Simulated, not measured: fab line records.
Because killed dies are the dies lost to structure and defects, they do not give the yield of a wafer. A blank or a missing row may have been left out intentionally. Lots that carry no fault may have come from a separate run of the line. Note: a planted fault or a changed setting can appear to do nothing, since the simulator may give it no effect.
fab line records / flow nand-harc / part 2 of 2: steps 21 to 34 of 34
[record] lots = 5 wafers = 15 last-day = 22
route steps=1159 shown P_GATE@142
lots with no fault: from the same line, run without faults
start-h: hours from the record's first day to the start of the lot's first wafer shown / wait-h: hours elapsed since this lot's preceding step / " repeats the value in the row above / L1.1+2: one row covering several wafers at once / - no value, or no start was given / * or withheld: withheld / < > ~ a bound
route shown NAME@n: a module of which the file shows steps, and the number in the route of the first / usual: average and standard deviation across the fault-free wafers / same: alike in all rows / chamber/n: place in a boat / sites: each site's reading / _std_site: their standard deviation / _edge_site: the outer-site mean with the inner-site mean subtracted / radius-mm: for every site, how far away it sits from the centre of the wafer / mask NAME#n: copy n / behind: the last tool/chamber to shape the wafer / hold: reason for holding the lot/hours on hold/outcome of the hold / device: which transistor (n, p or np) failed to switch / end of line: tests of these same wafers at the route's end / a step given without rows: its recipe and nothing more / killed: count of dies lost to structure and defects at first sort (not the wafer's yield) / map: shows each die of a wafer: x if killed, . if not, _ if none is there
set.NAME: the setting that was run; set.NAME@STEP: the one run at that earlier step / model.NAME: the simulator's own value behind a step, which no gauge read
lots seen at some steps along the route; tables by step, rows by wafer
services: a tool's chamber out of use, with start hour (start-h, from the record's first day; less than 0 if before it), hours out, and reason
[[steps]]
[step NHARC_P_GATE_DEHYDRATE_38]
[recipe] temp-c = 150 time-s = 120
lot.wafer=L075.1+2+3 tool=litho-track-02 chamber=0 start-h=108.77 wait-h=-
lot.wafer=L077.3+4+5 tool=litho-track-03 chamber=0 start-h=121.06 wait-h=-
lot.wafer=L079.1+3+4 tool=litho-track-02 chamber=0 start-h=124.37 wait-h=-
lot.wafer=L081.1+3+5 tool=litho-track-03 chamber=0 start-h=158.56 wait-h=-
lot.wafer=L086.3+4+5 tool=litho-track-02 chamber=0 start-h=182.31 wait-h=-
[step NHARC_P_GATE_HMDS_39]
[recipe] time-s = 30
lot.wafer=L075.1+2+3 tool=litho-track-02 chamber=0 start-h=- wait-h=-
lot.wafer=L077.3+4+5 tool=litho-track-03 chamber=0 start-h=- wait-h=-
lot.wafer=L079.1+3+4 tool=litho-track-02 chamber=0 start-h=- wait-h=-
lot.wafer=L081.1+3+5 tool=litho-track-03 chamber=0 start-h=- wait-h=-
lot.wafer=L086.3+4+5 tool=litho-track-02 chamber=0 start-h=- wait-h=-
[step NHARC_P_GATE_COAT_40]
[recipe] spin-rpm = 3000
lot.wafer=L075.1+2+3 tool=litho-track-02 chamber=0 start-h=- wait-h=-
lot.wafer=L077.3+4+5 tool=litho-track-03 chamber=0 start-h=- wait-h=-
lot.wafer=L079.1+3+4 tool=litho-track-02 chamber=0 start-h=- wait-h=-
lot.wafer=L081.1+3+5 tool=litho-track-03 chamber=0 start-h=- wait-h=-
lot.wafer=L086.3+4+5 tool=litho-track-02 chamber=0 start-h=- wait-h=-
[step NHARC_P_GATE_SOFTBAKE_41]
[recipe] temp-c = 122 time-s = 95
lot.wafer=L075.1+2+3 tool=litho-track-02 chamber=0 start-h=- wait-h=-
lot.wafer=L077.3+4+5 tool=litho-track-03 chamber=0 start-h=- wait-h=-
lot.wafer=L079.1+3+4 tool=litho-track-02 chamber=0 start-h=- wait-h=-
lot.wafer=L081.1+3+5 tool=litho-track-03 chamber=0 start-h=- wait-h=-
lot.wafer=L086.3+4+5 tool=litho-track-02 chamber=0 start-h=- wait-h=-
[step NHARC_P_GATE_EBR_42]
lot.wafer=L075.1+2+3 tool=litho-track-02 chamber=0 start-h=- wait-h=-
lot.wafer=L077.3+4+5 tool=litho-track-03 chamber=0 start-h=- wait-h=-
lot.wafer=L079.1+3+4 tool=litho-track-02 chamber=0 start-h=- wait-h=-
lot.wafer=L081.1+3+5 tool=litho-track-03 chamber=0 start-h=- wait-h=-
lot.wafer=L086.3+4+5 tool=litho-track-02 chamber=0 start-h=- wait-h=-
[step NHARC_P_GATE_EXPOSE_43]
[recipe] na = 0.6 target-cd-nm = 720 dose-mj = 14.81 mask-id = P_NSD
lot.wafer=L075.1+2+3 tool=krf-scanner-01 chamber=0 start-h=108.91 wait-h=- mask=P_NSD#0
lot.wafer=L077.3+4+5 tool=krf-scanner-01 chamber=0 start-h=121.46 wait-h=- mask=P_NSD#0
lot.wafer=L079.1+3+4 tool=krf-scanner-01 chamber=0 start-h=124.52 wait-h=- mask=P_NSD#0
lot.wafer=L081.1+3+5 tool=krf-scanner-03 chamber=0 start-h=158.71 wait-h=- mask=P_NSD#0
lot.wafer=L086.3+4+5 tool=krf-scanner-01 chamber=0 start-h=182.59 wait-h=- mask=P_NSD#0
[step NHARC_P_GATE_PEB_44]
[recipe] peb-temp-c = 118 peb-time-s = 85
lot.wafer=L075.1+2+3 tool=litho-track-03 chamber=0 start-h=108.98 wait-h=0.1
lot.wafer=L077.3+4+5 tool=litho-track-05 chamber=0 start-h=121.52 wait-h=0.1
lot.wafer=L079.1+3+4 tool=litho-track-02 chamber=0 start-h=124.59 wait-h=0.1
lot.wafer=L081.1+3+5 tool=litho-track-02 chamber=0 start-h=158.78 wait-h=0.1
lot.wafer=L086.3+4+5 tool=litho-track-05 chamber=0 start-h=182.65 wait-h=0.1
[step NHARC_P_GATE_DEVELOP_45]
[recipe] time-s = 70
lot.wafer=L075.1+2+3 tool=litho-track-03 chamber=0 start-h=- wait-h=-
lot.wafer=L077.3+4+5 tool=litho-track-05 chamber=0 start-h=- wait-h=-
lot.wafer=L079.1+3+4 tool=litho-track-02 chamber=0 start-h=- wait-h=-
lot.wafer=L081.1+3+5 tool=litho-track-02 chamber=0 start-h=- wait-h=-
lot.wafer=L086.3+4+5 tool=litho-track-05 chamber=0 start-h=- wait-h=-
[step NHARC_P_GATE_CD_MEAS_46]
[recipe] target-cd-nm = 720 landing-energy-ev = 500
[usual] cd-nm = 720.0/1.3
lot.wafer=L075.1 tool=cd-sem-03 chamber=0 start-h=109.07 wait-h=- cd-nm=719.0
lot.wafer=L075.2 tool=cd-sem-03 chamber=0 start-h=109.07 wait-h=- cd-nm=718.8
lot.wafer=L075.3 tool=cd-sem-03 chamber=0 start-h=109.07 wait-h=- cd-nm=718.9
lot.wafer=L077.3 tool=cd-sem-03 chamber=0 start-h=121.61 wait-h=- cd-nm=718.8
lot.wafer=L077.4 tool=cd-sem-03 chamber=0 start-h=121.61 wait-h=- cd-nm=720.9
lot.wafer=L077.5 tool=cd-sem-03 chamber=0 start-h=121.61 wait-h=- cd-nm=719.6
lot.wafer=L079.1 tool=cd-sem-02 chamber=0 start-h=124.68 wait-h=- cd-nm=719.9
lot.wafer=L079.3 tool=cd-sem-02 chamber=0 start-h=124.68 wait-h=- cd-nm=719.4
lot.wafer=L079.4 tool=cd-sem-02 chamber=0 start-h=124.68 wait-h=- cd-nm=720.8
lot.wafer=L081.1 tool=cd-sem-03 chamber=0 start-h=158.87 wait-h=- cd-nm=719.3
lot.wafer=L081.3 tool=cd-sem-03 chamber=0 start-h=158.87 wait-h=- cd-nm=719.6
lot.wafer=L081.5 tool=cd-sem-03 chamber=0 start-h=158.87 wait-h=- cd-nm=720.7
lot.wafer=L086.3 tool=cd-sem-02 chamber=0 start-h=182.74 wait-h=- cd-nm=719.0
lot.wafer=L086.4 tool=cd-sem-02 chamber=0 start-h=182.74 wait-h=- cd-nm=720.0
lot.wafer=L086.5 tool=cd-sem-02 chamber=0 start-h=182.74 wait-h=- cd-nm=721.1
[step NHARC_P_GATE_HARDBAKE_47]
[recipe] temp-c = 125 time-s = 80
lot.wafer=L075.1+2+3 tool=litho-track-05 chamber=0 start-h=109.15 wait-h=-
lot.wafer=L077.3+4+5 tool=litho-track-05 chamber=0 start-h=121.69 wait-h=-
lot.wafer=L079.1+3+4 tool=litho-track-05 chamber=0 start-h=124.75 wait-h=-
lot.wafer=L081.1+3+5 tool=litho-track-05 chamber=0 start-h=158.95 wait-h=-
lot.wafer=L086.3+4+5 tool=litho-track-02 chamber=0 start-h=182.83 wait-h=-
[step NHARC_P_GATE_DESCUM_48]
[recipe] time-s = 3 o2-flow-sccm = 200 ar-flow-sccm = 0 bias-power-w = 0 chemistry = O2
[usual] drypump-motor-current-A = 5.7/0.38 oes-product-au = 1.000/0.0075 rf-vpp-V = 57.9/0.96 showerhead-plenum-p-Torr = 1.92/0.093 throttle-valve-pct = 11.310/0.0087
lot.wafer=L075.1 tool=rie-diel-03 chamber=2 start-h=109.23 wait-h=- drypump-motor-current-A=6.8 oes-product-au=1.001 rf-hours-counter-h=22 rf-vpp-V=59.0 showerhead-plenum-p-Torr=1.92 throttle-valve-pct=11.332
lot.wafer=L075.3 tool=rie-diel-03 chamber=3 start-h=109.23 wait-h=- drypump-motor-current-A=6.4 oes-product-au=1.010 rf-hours-counter-h=23 rf-vpp-V=59.1 showerhead-plenum-p-Torr=2.04 throttle-valve-pct=11.316
lot.wafer=L075.2 tool=rie-diel-03 chamber=0 start-h=109.23 wait-h=- drypump-motor-current-A=5.3 oes-product-au=1.000 rf-hours-counter-h=23 rf-vpp-V=56.3 showerhead-plenum-p-Torr=1.79 throttle-valve-pct=11.293
lot.wafer=L077.3 tool=rie-diel-04 chamber=2 start-h=121.77 wait-h=- drypump-motor-current-A=5.6 oes-product-au=0.993 rf-hours-counter-h=0 rf-vpp-V=57.1 showerhead-plenum-p-Torr=1.80 throttle-valve-pct=11.322
lot.wafer=L077.4 tool=rie-diel-04 chamber=0 start-h=121.77 wait-h=- drypump-motor-current-A=5.9 oes-product-au=0.998 rf-hours-counter-h=0 rf-vpp-V=58.6 showerhead-plenum-p-Torr=1.98 throttle-valve-pct=11.303
lot.wafer=L077.5 tool=rie-diel-04 chamber=3 start-h=121.77 wait-h=- drypump-motor-current-A=6.0 oes-product-au=0.999 rf-hours-counter-h=- rf-vpp-V=57.7 showerhead-plenum-p-Torr=2.03 throttle-valve-pct=11.328
lot.wafer=L079.4 tool=rie-diel-01 chamber=1 start-h=124.84 wait-h=- drypump-motor-current-A=5.7 oes-product-au=1.004 rf-hours-counter-h=30 rf-vpp-V=59.0 showerhead-plenum-p-Torr=2.00 throttle-valve-pct=11.309
lot.wafer=L079.3 tool=rie-diel-01 chamber=3 start-h=124.84 wait-h=- drypump-motor-current-A=5.6 oes-product-au=1.004 rf-hours-counter-h=28 rf-vpp-V=59.7 showerhead-plenum-p-Torr=2.01 throttle-valve-pct=11.316
lot.wafer=L079.1 tool=rie-diel-01 chamber=0 start-h=124.84 wait-h=- drypump-motor-current-A=5.3 oes-product-au=1.003 rf-hours-counter-h=30 rf-vpp-V=57.9 showerhead-plenum-p-Torr=1.97 throttle-valve-pct=11.309
lot.wafer=L081.3 tool=rie-diel-01 chamber=0 start-h=159.05 wait-h=- drypump-motor-current-A=5.3 oes-product-au=1.011 rf-hours-counter-h=2 rf-vpp-V=58.1 showerhead-plenum-p-Torr=1.97 throttle-valve-pct=11.314
lot.wafer=L081.1 tool=rie-diel-01 chamber=1 start-h=159.05 wait-h=- drypump-motor-current-A=5.7 oes-product-au=1.003 rf-hours-counter-h=2 rf-vpp-V=58.0 showerhead-plenum-p-Torr=1.99 throttle-valve-pct=11.310
lot.wafer=L081.5 tool=rie-diel-01 chamber=3 start-h=159.05 wait-h=- drypump-motor-current-A=5.6 oes-product-au=1.001 rf-hours-counter-h=- rf-vpp-V=58.7 showerhead-plenum-p-Torr=2.01 throttle-valve-pct=11.314
lot.wafer=L086.4 tool=rie-diel-01 chamber=2 start-h=182.93 wait-h=- drypump-motor-current-A=5.6 oes-product-au=0.986 rf-hours-counter-h=5 rf-vpp-V=57.2 showerhead-plenum-p-Torr=1.81 throttle-valve-pct=11.301
lot.wafer=L086.3 tool=rie-diel-01 chamber=3 start-h=182.93 wait-h=- drypump-motor-current-A=5.6 oes-product-au=0.997 rf-hours-counter-h=5 rf-vpp-V=57.6 showerhead-plenum-p-Torr=2.01 throttle-valve-pct=11.307
lot.wafer=L086.5 tool=rie-diel-01 chamber=0 start-h=182.93 wait-h=- drypump-motor-current-A=5.3 oes-product-au=0.997 rf-hours-counter-h=- rf-vpp-V=57.9 showerhead-plenum-p-Torr=1.97 throttle-valve-pct=11.305
[step NHARC_P_GATE_IMPLANT_49]
[recipe] energy-kev = 30 dose-cm2 = 3e+15 tilt-deg = 7
[usual] beam-energy-keV = 29.999/0.0095 tilt-deg = 7.003/0.017
lot.wafer=L075.1 tool=implanter-02 chamber=0 start-h=109.37 wait-h=0.1 beam-energy-keV=29.997 tilt-deg=6.983
lot.wafer=L075.2 tool=implanter-02 chamber=0 start-h=109.37 wait-h=0.1 beam-energy-keV=30.001 tilt-deg=6.995
lot.wafer=L075.3 tool=implanter-02 chamber=0 start-h=109.37 wait-h=0.1 beam-energy-keV=29.994 tilt-deg=6.998
lot.wafer=L077.3 tool=implanter-02 chamber=0 start-h=121.97 wait-h=0.2 beam-energy-keV=30.007 tilt-deg=7.030
lot.wafer=L077.4 tool=implanter-02 chamber=0 start-h=121.97 wait-h=0.2 beam-energy-keV=29.983 tilt-deg=7.010
lot.wafer=L077.5 tool=implanter-02 chamber=0 start-h=121.97 wait-h=0.2 beam-energy-keV=29.999 tilt-deg=7.024
lot.wafer=L079.1 tool=implanter-01 chamber=0 start-h=124.98 wait-h=0.1 beam-energy-keV=29.989 tilt-deg=7.025
lot.wafer=L079.3 tool=implanter-01 chamber=0 start-h=124.98 wait-h=0.1 beam-energy-keV=29.992 tilt-deg=7.014
lot.wafer=L079.4 tool=implanter-01 chamber=0 start-h=124.98 wait-h=0.1 beam-energy-keV=30.008 tilt-deg=6.993
lot.wafer=L081.1 tool=implanter-02 chamber=0 start-h=159.18 wait-h=0.1 beam-energy-keV=29.992 tilt-deg=6.997
lot.wafer=L081.3 tool=implanter-02 chamber=0 start-h=159.18 wait-h=0.1 beam-energy-keV=29.990 tilt-deg=7.000
lot.wafer=L081.5 tool=implanter-02 chamber=0 start-h=159.18 wait-h=0.1 beam-energy-keV=30.001 tilt-deg=7.000
lot.wafer=L086.3 tool=implanter-01 chamber=0 start-h=183.11 wait-h=0.2 beam-energy-keV=29.999 tilt-deg=6.969
lot.wafer=L086.4 tool=implanter-01 chamber=0 start-h=183.11 wait-h=0.2 beam-energy-keV=29.997 tilt-deg=7.003
lot.wafer=L086.5 tool=implanter-01 chamber=0 start-h=183.11 wait-h=0.2 beam-energy-keV=29.984 tilt-deg=6.980
[step NHARC_P_GATE_STRIP_111]
[recipe] power-w = 1500 temp-c = 110 time-s = 250 chemistry = N2/H2
[usual] drypump-motor-current-A = 5.5/0.35 heater-power-w = 88/8.8
lot.wafer=L075.1 tool=plasma-asher-02 chamber=0 start-h=110.18 wait-h=0.8 drypump-motor-current-A=5.8 heater-power-w=95 rf-hours-counter-h=35
lot.wafer=L075.2 tool=plasma-asher-02 chamber=1 start-h=110.18 wait-h=0.8 drypump-motor-current-A=5.8 heater-power-w=96 rf-hours-counter-h=35
lot.wafer=L075.3 tool=plasma-asher-02 chamber=0 start-h=110.18 wait-h=0.8 drypump-motor-current-A=5.8 heater-power-w=94 rf-hours-counter-h=-
lot.wafer=L077.4 tool=plasma-asher-01 chamber=1 start-h=122.38 wait-h=0.3 drypump-motor-current-A=5.2 heater-power-w=72 rf-hours-counter-h=-
lot.wafer=L077.3 tool=plasma-asher-01 chamber=0 start-h=122.38 wait-h=0.3 drypump-motor-current-A=5.0 heater-power-w=89 rf-hours-counter-h=-
lot.wafer=L077.5 tool=plasma-asher-01 chamber=1 start-h=122.38 wait-h=0.3 drypump-motor-current-A=5.2 heater-power-w=72 rf-hours-counter-h=-
lot.wafer=L079.1 tool=plasma-asher-01 chamber=0 start-h=125.26 wait-h=0.2 drypump-motor-current-A=5.0 heater-power-w=90 rf-hours-counter-h=5
lot.wafer=L079.4 tool=plasma-asher-01 chamber=1 start-h=125.26 wait-h=0.2 drypump-motor-current-A=5.2 heater-power-w=72 rf-hours-counter-h=-
lot.wafer=L079.3 tool=plasma-asher-01 chamber=0 start-h=125.26 wait-h=0.2 drypump-motor-current-A=5.0 heater-power-w=90 rf-hours-counter-h=-
lot.wafer=L081.1 tool=plasma-asher-01 chamber=0 start-h=159.40 wait-h=0.2 drypump-motor-current-A=5.0 heater-power-w=91 rf-hours-counter-h=15
lot.wafer=L081.3 tool=plasma-asher-01 chamber=1 start-h=159.40 wait-h=0.2 drypump-motor-current-A=5.2 heater-power-w=74 rf-hours-counter-h=-
lot.wafer=L081.5 tool=plasma-asher-01 chamber=0 start-h=159.40 wait-h=0.2 drypump-motor-current-A=5.0 heater-power-w=90 rf-hours-counter-h=-
lot.wafer=L086.3 tool=plasma-asher-01 chamber=0 start-h=183.42 wait-h=0.3 drypump-motor-current-A=5.0 heater-power-w=93 rf-hours-counter-h=-
lot.wafer=L086.4 tool=plasma-asher-01 chamber=1 start-h=183.42 wait-h=0.3 drypump-motor-current-A=5.2 heater-power-w=71 rf-hours-counter-h=-
lot.wafer=L086.5 tool=plasma-asher-01 chamber=0 start-h=183.42 wait-h=0.3 drypump-motor-current-A=5.0 heater-power-w=90 rf-hours-counter-h=-
[step NHARC_P_GATE_STRIP_75]
[recipe] power-w = 1500 temp-c = 250 chemistry = O2
[usual] drypump-motor-current-A = 5.5/0.35 heater-power-w = 329/33
lot.wafer=L075.1 tool=plasma-asher-02 chamber=0 start-h=110.49 wait-h=0.3 drypump-motor-current-A=5.8 heater-power-w=352 rf-hours-counter-h=35
lot.wafer=L075.2 tool=plasma-asher-02 chamber=1 start-h=110.49 wait-h=0.3 drypump-motor-current-A=5.8 heater-power-w=347 rf-hours-counter-h=35
lot.wafer=L075.3 tool=plasma-asher-02 chamber=0 start-h=110.49 wait-h=0.3 drypump-motor-current-A=5.8 heater-power-w=363 rf-hours-counter-h=-
lot.wafer=L077.4 tool=plasma-asher-01 chamber=1 start-h=122.60 wait-h=0.2 drypump-motor-current-A=5.2 heater-power-w=266 rf-hours-counter-h=-
lot.wafer=L077.3 tool=plasma-asher-01 chamber=0 start-h=122.60 wait-h=0.2 drypump-motor-current-A=5.0 heater-power-w=338 rf-hours-counter-h=-
lot.wafer=L077.5 tool=plasma-asher-01 chamber=1 start-h=122.60 wait-h=0.2 drypump-motor-current-A=5.2 heater-power-w=266 rf-hours-counter-h=-
lot.wafer=L079.1 tool=plasma-asher-01 chamber=0 start-h=125.53 wait-h=0.2 drypump-motor-current-A=5.0 heater-power-w=334 rf-hours-counter-h=5
lot.wafer=L079.4 tool=plasma-asher-01 chamber=1 start-h=125.53 wait-h=0.2 drypump-motor-current-A=5.2 heater-power-w=263 rf-hours-counter-h=-
lot.wafer=L079.3 tool=plasma-asher-01 chamber=0 start-h=125.53 wait-h=0.2 drypump-motor-current-A=5.0 heater-power-w=340 rf-hours-counter-h=-
lot.wafer=L081.1 tool=plasma-asher-01 chamber=0 start-h=159.70 wait-h=0.2 drypump-motor-current-A=5.0 heater-power-w=339 rf-hours-counter-h=16
lot.wafer=L081.3 tool=plasma-asher-01 chamber=1 start-h=159.70 wait-h=0.2 drypump-motor-current-A=5.2 heater-power-w=269 rf-hours-counter-h=-
lot.wafer=L081.5 tool=plasma-asher-01 chamber=0 start-h=159.70 wait-h=0.2 drypump-motor-current-A=5.0 heater-power-w=346 rf-hours-counter-h=-
lot.wafer=L086.3 tool=plasma-asher-01 chamber=0 start-h=183.65 wait-h=0.2 drypump-motor-current-A=5.0 heater-power-w=334 rf-hours-counter-h=-
lot.wafer=L086.4 tool=plasma-asher-01 chamber=1 start-h=183.65 wait-h=0.2 drypump-motor-current-A=5.2 heater-power-w=268 rf-hours-counter-h=-
lot.wafer=L086.5 tool=plasma-asher-01 chamber=0 start-h=183.65 wait-h=0.2 drypump-motor-current-A=5.0 heater-power-w=337 rf-hours-counter-h=-
[[services]]
tool=krf-scanner-03 chamber=- start-h=78.45 hours=12.5 kind=repair
tool=implanter-02 chamber=- start-h=81.72 hours=1.8 kind=repair
tool=krf-scanner-01 chamber=- start-h=84.00 hours=4.0 kind=pm
tool=implanter-02 chamber=- start-h=85.00 hours=13.0 kind=pm
tool=plasma-asher-02 chamber=- start-h=86.44 hours=1.4 kind=repair
tool=rie-si-04 chamber=- start-h=99.00 hours=9.0 kind=pm
tool=plasma-asher-01 chamber=- start-h=99.47 hours=9.0 kind=pm
tool=plasma-asher-01 chamber=- start-h=109.28 hours=1.0 kind=repair
tool=rie-diel-04 chamber=- start-h=112.24 hours=9.0 kind=pm
tool=rie-si-04 chamber=0 start-h=112.88 hours=1.3 kind=repair
tool=krf-scanner-01 chamber=- start-h=114.16 hours=1.4 kind=repair
tool=implanter-02 chamber=- start-h=114.61 hours=1.7 kind=repair
tool=rie-diel-03 chamber=3 start-h=123.73 hours=5.0 kind=repair
tool=wet-bench-06 chamber=- start-h=129.60 hours=8.0 kind=pm
tool=krf-scanner-01 chamber=- start-h=132.95 hours=0.2 kind=repair
tool=krf-scanner-01 chamber=- start-h=135.56 hours=1.4 kind=repair
tool=rie-diel-01 chamber=- start-h=137.83 hours=9.0 kind=pm
tool=ald-sin-01 chamber=- start-h=144.00 hours=10.0 kind=pm
tool=wet-bench-04 chamber=- start-h=155.42 hours=2.0 kind=repair
tool=wet-bench-04 chamber=- start-h=163.20 hours=8.0 kind=pm
tool=litho-track-02 chamber=- start-h=165.00 hours=7.0 kind=pm
tool=rie-si-04 chamber=0 start-h=165.13 hours=1.4 kind=repair
tool=wet-bench-02 chamber=- start-h=180.01 hours=8.0 kind=pm
tool=plasma-asher-02 chamber=- start-h=183.00 hours=9.0 kind=pm
